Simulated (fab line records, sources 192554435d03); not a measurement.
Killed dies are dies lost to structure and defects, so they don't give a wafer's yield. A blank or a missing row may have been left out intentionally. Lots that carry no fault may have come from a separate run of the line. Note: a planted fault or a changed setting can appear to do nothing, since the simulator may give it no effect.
Matching of chambers -- flow n5_finfet -- uv_cure-03 running N5_BEOL_M6_CURE_75: 3 sister chambers
The step cures SiCOH lowk, time 120 s. 14 wafers are shown with their chamber, then 6 later ones without.

WAFERS WITH THEIR CHAMBER
wafer,chamber,wafer_temp_C_max,lamp_power_pct (%)
L626.1,1,372.4,52.33
L626.4,1,372.3,52.36
L626.5,1,374.0,52.32
L629.4,2,373.3,52.32
L629.6,2,372.6,52.24
L636.1,1,372.7,52.22
L636.4,1,372.3,52.37
L636.6,1,372.0,52.30
L638.2,0,370.9,52.29
L638.4,0,371.6,52.33
L638.6,0,371.3,52.32
L639.1,0,371.8,52.34
L639.5,0,371.8,52.25
L639.6,0,371.2,52.30

SIGNATURES (means of the wafers above)
reading,chamber 0,chamber 1,chamber 2,scatter within a chamber
wafer_temp_C_max,371.433,372.617,372.950,0.56
lamp_power_pct,52.3050,52.3167,52.2800,0.0458
Rule: a wafer lies at a distance from a chamber equal to the root of the sum of squares, over the readings, of (its reading less the chamber's mean, divided by the reading's scatter). The wafer belongs to the nearest chamber; if the next one is less than 2 further off, it can't be placed. How the scatter is found: for the shown wafers, subtract from each reading the mean of its chamber, square and add these, divide the total by (wafers less chambers), then take the root.

WAFERS WITHOUT THEIR CHAMBER
wafer,wafer_temp_C_max,lamp_power_pct (%)
L642.2,371.5,52.33
L642.3,371.2,52.26
L642.4,371.5,52.33
L643.2,372.7,52.33
L643.3,372.4,52.33
L643.6,373.5,52.41

CHAMBER TAKEN BY EACH
wafer,from the rows above,in truth
L642.2,can't be placed: 0 or 1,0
L642.3,can't be placed: 0 or 1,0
L642.4,can't be placed: 0 or 1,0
L643.2,can't be placed: 1 or 2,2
L643.3,can't be placed: 1 or 2 or 0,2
L643.6,can't be placed: 1 or 2 or 0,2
Placed correctly: 0 of 6. Unplaceable from these rows: 6, with the true chamber sitting among the candidates in 6. 0 placed wrongly.
